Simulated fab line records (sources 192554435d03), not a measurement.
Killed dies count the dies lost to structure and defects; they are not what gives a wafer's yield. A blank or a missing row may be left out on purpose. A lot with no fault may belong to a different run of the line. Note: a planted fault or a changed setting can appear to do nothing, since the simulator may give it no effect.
fab line records    flow n5-finfet
[record] lots = 10  wafers = 30  last-day = 18
route steps=1938 shown DUMMY_GATE@231 SD_EPI_N@262 BEOL_M4@1111
lots untouched by any fault: they come from a run of this same line in which no faults occurred
start-h: hours from the record's opening day to when the first of the lot's shown wafers began    wait-h: hours since the lot's step before    " repeats the value in the row above    L1.1+2: a row that stands for several wafers    - either no value or no given start    * or withheld: withheld    < > ~ a bound
route shown NAME@n: a module of which the file shows steps, and the number in the route of the first    usual: the fault-free wafers' mean and standard deviation    same: alike in all rows    chamber/n: place in a boat    sites: readings site by site    _std_site: the standard deviation of these    _edge_site: mean of outer sites minus mean of inner sites    radius-mm: how far each site lies from the wafer's centre    mask NAME#n: copy n    behind: the last tool/chamber to shape the wafer    hold: the reason the lot was held/the length of the hold in hours/how it ended    device: the transistor (n, p or np) that didn't switch    end of line: the route-end tests of the same wafers    for a step that has no rows: nothing shown but its recipe    killed: count of dies lost to structure and defects at first sort (not the wafer's yield)    map: a wafer's dies, marking killed ones x, the rest . and places with no die _
set.NAME: the setting as run; set.NAME@STEP: as run at that earlier step    model.NAME: the simulator's own value behind a step, which no gauge read
route steps across a sampled set of lots; one table per step, one row per wafer
services: a tool's chamber out of use, with start hour (start-h, from the record's first day; less than 0 if before it), hours out, and reason
[[steps]]
[step N5_DUMMY_GATE_CD_MEAS_15]
[recipe] target-cd-nm = 25.8  landing-energy-ev = 500  detector = se-inlens
[usual] cd-nm = 25.01/0.23
lot.wafer  tool       chamber  start-h  wait-h  cd-nm
L898.1     cd-sem-01  0        57.75    -       24.83
L898.2     "          0        "        "       25.14
L898.4     "          0        "        "       25.39
L899.1     cd-sem-02  0        63.92    -       24.40
L899.4     "          0        "        "       25.02
L899.5     "          0        "        "       24.71
L900.3     cd-sem-01  0        70.49    -       25.05
L900.4     "          0        "        "       24.95
L900.5     "          0        "        "       25.10
L901.1     cd-sem-03  0        75.49    -       24.71
L901.3     "          0        "        "       24.58
L901.4     "          0        "        "       25.00
L902.2     cd-sem-01  0        84.04    -       24.52
L902.5     "          0        "        "       24.81
L902.6     "          0        "        "       24.68
L907.2     cd-sem-01  0        116.02   -       24.98
L907.3     "          0        "        "       25.17
L907.4     "          0        "        "       25.54
L911.1     cd-sem-01  0        135.44   -       24.87
L911.4     "          0        "        "       24.97
L911.5     "          0        "        "       25.28
L913.3     cd-sem-01  0        149.90   -       25.04
L913.4     "          0        "        "       24.95
L913.5     "          0        "        "       25.19
L915.3     cd-sem-02  0        161.66   -       25.18
L915.5     "          0        "        "       25.12
L915.6     "          0        "        "       24.69
L919.3     cd-sem-01  0        185.41   -       25.29
L919.5     "          0        "        "       24.94
L919.6     "          0        "        "       25.16
[step N5_DUMMY_GATE_ETCH_42]
[recipe] chemistry = CHF3/O2  target = SiO2  target-depth-a = 35  time-s = 31  ion-energy-ev = 30  bias-w = 12  pressure-mtorr = 30  source-w = 600  Ar_flow_sccm = 200  CHF3_flow_sccm = 50  O2_flow_sccm = 5
[usual] drypump-motor-current-A = 5.8/0.48  oes_o_777_au = 0.77/0.067  oes-product-au = 0.78/0.069  rf-vpp-V = 42.7/0.85  showerhead-plenum-p-Torr = 2.42/0.085  throttle-valve-pct = 18.96/0.19
lot.wafer  tool         chamber  start-h  wait-h  drypump-motor-current-A  oes_o_777_au  oes-product-au  rf-hours-counter-h  rf-vpp-V  showerhead-plenum-p-Torr  throttle-valve-pct
L898.1     rie-diel-05  1        58.92    0.2     5.4                      0.78          0.81            97                  43.0      2.32                      18.66
L898.2     "            0        "        "       6.8                      0.85          0.87            59                  42.7      2.56                      18.62
L898.4     "            3        "        "       5.1                      0.70          0.69            -                   43.6      2.28                      18.98
L899.1     rie-diel-03  3        65.12    0.0     5.7                      0.75          0.74            154                 43.0      2.41                      18.87
L899.4     "            1        "        "       6.1                      0.78          0.75            141                 43.0      2.43                      18.88
L899.5     "            3        "        "       5.7                      0.75          0.75            -                   42.4      2.41                      18.88
L900.3     rie-diel-03  1        71.53    0.0     6.1                      0.78          0.75            143                 42.4      2.43                      18.87
L900.4     "            0        "        "       5.9                      0.87          0.84            64                  42.3      2.45                      18.82
L900.5     "            2        "        "       6.1                      0.75          0.73            -                   42.7      2.49                      18.99
L901.1     rie-diel-05  0        76.65    0.0     6.8                      0.85          0.87            63                  43.4      2.56                      18.63
L901.3     "            2        "        "       5.0                      0.99          0.98            2                   44.8      2.38                      18.85
L901.4     "            1        "        "       5.4                      0.77          0.80            102                 42.7      2.32                      18.65
L902.2     rie-diel-06  1        85.14    0.1     6.4                      0.79          0.80            121                 43.4      2.52                      19.12
L902.5     "            0        "        "       5.8                      0.69          0.71            -                   41.2      2.48                      19.30
L902.6     "            1        "        "       6.4                      0.78          0.80            -                   42.8      2.52                      19.12
L907.2     rie-diel-06  2        117.07   0.0     5.5                      0.73          0.74            214                 41.6      2.30                      19.07
L907.3     "            3        "        "       5.9                      0.84          0.87            55                  41.2      2.36                      18.86
L907.4     "            0        "        "       5.8                      0.69          0.70            219                 44.1      2.48                      19.29
L911.1     rie-diel-06  1        136.53   0.1     6.3                      0.77          0.78            137                 43.3      2.51                      19.13
L911.4     "            2        "        "       5.5                      0.72          0.73            219                 41.9      2.30                      19.06
L911.5     "            0        "        "       5.8                      0.69          0.70            -                   42.1      2.48                      19.32
L915.3     rie-diel-05  1        164.14   0.0     5.4                      0.74          0.77            131                 43.3      2.31                      18.71
L915.5     "            3        "        "       5.1                      0.67          0.67            -                   43.1      2.27                      19.03
L915.6     "            2        "        "       5.0                      0.91          0.90            -                   42.9      2.36                      18.89
L919.3     rie-diel-06  3        186.86   0.2     5.9                      0.81          0.83            83                  40.6      2.35                      18.90
L919.5     "            2        "        "       5.4                      0.71          0.71            -                   42.8      2.29                      19.11
L919.6     "            1        "        "       6.3                      0.76          0.77            -                   44.0      2.50                      19.16
L913.3     rie-diel-03  3        188.68   0.1     5.6                      0.72          0.71            181                 42.6      2.40                      18.92
L913.4     "            2        "        "       6.1                      0.73          0.70            219                 43.1      2.48                      19.02
L913.5     "            2        "        "       6.1                      0.73          0.70            -                   42.8      2.48                      19.03
[step N5_SD_EPI_N_COAT_32]
[recipe] resist = SOC  temp-c = 250  time-s = 60  spin-rpm = 1500  resist-thk-nm = 350
[usual] spin-speed-rpm = 1500.0/0.96
lot.wafer  tool            chamber  start-h  wait-h  spin-speed-rpm
L898.1     litho-track-02  0        59.79    0.0     1500.6
L898.2     "               0        "        "       1499.5
L898.4     "               0        "        "       1501.2
L899.1     litho-track-02  0        66.44    0.0     1501.1
L899.4     "               0        "        "       1499.4
L899.5     "               0        "        "       1499.4
L900.3     litho-track-03  0        72.40    0.0     1500.6
L900.4     "               0        "        "       1500.2
L900.5     "               0        "        "       1500.8
L901.1     litho-track-02  0        77.52    0.0     1459.3
L901.3     "               0        "        "       1461.9
L901.4     "               0        "        "       1459.2
L902.2     litho-track-02  0        86.01    0.0     1461.2
L902.5     "               0        "        "       1459.5
L902.6     "               0        "        "       1462.6
L907.2     litho-track-01  0        117.94   0.0     1499.7
L907.3     "               0        "        "       1500.2
L907.4     "               0        "        "       1500.5
L911.1     litho-track-03  0        137.40   0.0     1499.4
L911.4     "               0        "        "       1500.2
L911.5     "               0        "        "       1498.8
L915.3     litho-track-01  0        165.02   0.0     1501.7
L915.5     "               0        "        "       1502.0
L915.6     "               0        "        "       1498.9
L919.3     litho-track-03  0        188.03   0.0     1499.9
L919.5     "               0        "        "       1497.8
L919.6     "               0        "        "       1498.1
L913.3     litho-track-03  0        189.56   0.0     1500.1
L913.4     "               0        "        "       1499.5
L913.5     "               0        "        "       1498.8
[step N5_SD_EPI_N_OVL_MEAS_10]
[recipe] points-per-wafer = 44
[usual] SD_N_BLK_OVL = 0.2/0.68
lot.wafer  tool        chamber  start-h  wait-h  SD_N_BLK_OVL[nm]
L898.1     overlay-02  0        60.19    0.0     -0.9
L898.2     "           0        "        "       0.6
L898.4     "           0        "        "       -0.3
L899.1     overlay-02  0        66.71    0.0     -0.1
L899.4     "           0        "        "       0.0
L899.5     "           0        "        "       0.3
L900.3     overlay-01  0        72.68    0.0     0.2
L900.4     "           0        "        "       1.0
L900.5     "           0        "        "       0.8
L901.1     overlay-01  0        77.79    0.0     0.8
L901.3     "           0        "        "       0.3
L901.4     "           0        "        "       0.1
L902.2     overlay-01  0        86.41    0.0     -0.1
L902.5     "           0        "        "       -0.1
L902.6     "           0        "        "       0.0
L907.2     overlay-01  0        118.22   0.0     -0.4
L907.3     "           0        "        "       0.5
L907.4     "           0        "        "       0.5
L911.1     overlay-01  0        137.68   0.0     1.2
L911.4     "           0        "        "       1.2
L911.5     "           0        "        "       1.3
L915.3     overlay-02  0        165.30   0.0     0.5
L915.5     "           0        "        "       1.0
L915.6     "           0        "        "       0.7
L919.3     overlay-02  0        188.30   0.0     -0.7
L919.5     "           0        "        "       0.0
L919.6     "           0        "        "       -0.6
L913.3     overlay-01  0        189.96   0.0     0.6
L913.4     "           0        "        "       0.7
L913.5     "           0        "        "       0.6
[step N5_BEOL_M4_RC_MEAS_101]
[usual] DIBL_N = 36.1/1.6  DIBL_P = 35.8/2.1  IOFF_N = 0.16/0.031  IOFF_P = 0.21/0.034  ION_N = 673/12  ION_P = 461/7.2  SS_N = 71.4/0.59  SS_P = 73.3/0.63  VT_N = 250/3.1  VT_P = -250/3.3
lot.wafer  tool       chamber  start-h  wait-h  DIBL_N[mV/V]  DIBL_P[mV/V]  IOFF_N[nA/um]  IOFF_P[nA/um]  ION_N[uA/um]  ION_P[uA/um]  SS_N[mV/dec]  SS_P[mV/dec]  VT_N[mV]  VT_P[mV]
L899.1     prober-02  0        180.90   0.0     34.4          35.0          0.13           0.17           658           451           70.6          73.4          253       -252
L899.4     "          0        "        "       36.0          36.9          0.16           0.21           686           467           71.6          73.6          250       -251
L899.5     "          0        "        "       36.2          36.9          0.16           0.20           670           457           71.4          73.9          250       -253
L898.1     prober-02  0        186.04   0.0     34.3          33.2          0.11           0.15           661           454           71.0          72.4          254       -255
L898.2     "          0        "        "       35.6          35.8          0.13           0.19           663           458           70.2          73.4          251       -254
L898.4     "          0        "        "       35.1          33.9          0.12           0.16           661           460           71.0          72.8          254       -254
L900.3     prober-02  0        201.06   0.3     36.3          36.9          0.17           0.21           683           459           71.6          73.3          250       -253
L900.4     "          0        "        "       36.1          37.0          0.17           0.21           677           457           71.6          73.4          249       -253
L900.5     "          0        "        "       38.2          39.6          0.23           0.27           687           465           72.3          74.0          243       -249
L901.1     prober-01  0        202.86   0.0     39.2          40.4          0.20           0.27           688           470           71.9          74.5          246       -246
L901.3     "          0        "        "       37.8          38.3          0.17           0.25           676           465           71.4          74.2          248       -245
L901.4     "          0        "        "       38.8          38.2          0.19           0.24           675           461           72.3          73.5          252       -248
L902.2     prober-01  0        210.33   0.2     35.0          35.2          0.14           0.18           666           455           71.4          72.9          251       -255
L902.5     "          0        "        "       33.3          31.9          0.10           0.14           649           445           70.9          72.0          261       -256
L902.6     "          0        "        "       35.1          35.1          0.14           0.18           662           452           70.7          73.5          252       -255
L907.2     prober-01  0        246.21   0.2     34.2          34.8          0.14           0.20           666           463           70.9          72.3          250       -249
L907.3     "          0        "        "       34.6          36.0          0.15           0.21           688           478           71.3          72.5          248       -250
L907.4     "          0        "        "       36.7          36.9          0.18           0.21           687           471           71.7          73.6          247       -254
L911.1     prober-01  0        259.67   0.0     35.4          35.8          0.15           0.21           672           465           71.2          73.1          249       -250
L911.4     "          0        "        "       33.9          34.5          0.13           0.18           656           454           70.8          72.5          254       -250
L911.5     "          0        "        "       32.9          33.4          0.11           0.17           646           457           70.6          72.7          253       -252
L915.3     prober-01  0        284.45   0.3     34.9          34.4          0.14           0.20           658           457           71.2          72.8          252       -249
L915.5     "          0        "        "       34.4          33.1          0.12           0.17           654           450           70.5          72.2          254       -253
L915.6     "          0        "        "       35.2          34.6          0.13           0.20           660           454           71.1          73.1          251       -250
L919.3     prober-02  0        310.34   0.3     34.9          36.0          0.16           0.20           682           463           71.6          73.4          248       -247
L919.5     "          0        "        "       35.4          36.3          0.17           0.21           674           461           71.3          74.2          248       -248
L919.6     "          0        "        "       36.7          38.3          0.21           0.24           688           463           72.0          73.9          242       -248
L913.3     prober-01  0        320.46   0.3     36.0          35.9          0.17           0.24           672           463           71.7          73.3          250       -246
L913.4     "          0        "        "       35.1          33.0          0.16           0.19           687           470           71.0          72.7          248       -250
L913.5     "          0        "        "       37.1          36.0          0.18           0.23           669           461           71.3          73.4          246       -248
[[services]]
tool            chamber  start-h  hours  kind
rie-diel-05     1        44.15    5.6    repair
litho-track-01  -        55.79    -      consumable-replace:filter
rie-diel-05     2        58.53    -      clean
rie-diel-05     2        58.53    -      consumable-replace:focus-ring
rie-diel-05     2        58.53    9.1    scheduled-down
rie-diel-05     2        58.53    9.1    vent-cycle
rie-diel-05     0        62.71    3.0    repair
rie-diel-06     1        79.24    2.5    repair
rie-diel-06     3        91.35    10.4   repair
rie-diel-03     1        111.25   11.3   repair
rie-diel-05     1        140.23   4.2    repair
rie-diel-05     0        144.19   3.1    repair
rie-diel-03     1        156.24   7.0    repair
rie-diel-03     2        158.64   5.7    repair
rie-diel-06     1        171.06   6.3    repair
rie-diel-05     3        172.48   -      clean
rie-diel-05     3        172.48   -      consumable-replace:focus-ring
rie-diel-05     3        172.48   -      consumable-replace:showerhead
rie-diel-05     3        172.48   17.5   scheduled-down
rie-diel-05     3        172.48   17.5   vent-cycle
rie-diel-05     1        185.48   11.0   repair
[[key]]
[first-sign] step = N5_SD_EPI_N_COAT_32  reading = spin-speed-rpm  direction = down  sigmas = 41  usual = *  struck = *
effect none on later readings
met-at N5_SD_EPI_N_COAT_32
struck-lots L901,L902
not-acting-at N5_DUMMY_GATE_CD_MEAS_15,N5_DUMMY_GATE_ETCH_42,N5_SD_EPI_N_OVL_MEAS_10
onset-between 66.44 77.52
[fault] kind = process-parameter-drift  tool = litho-track-02  chamber = -  onset-h = 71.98  steps = N5_SD_EPI_N_COAT_32  channel = spin-rpm  offset = *  shape = step  end-h = 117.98  acts-in = *  stated = *
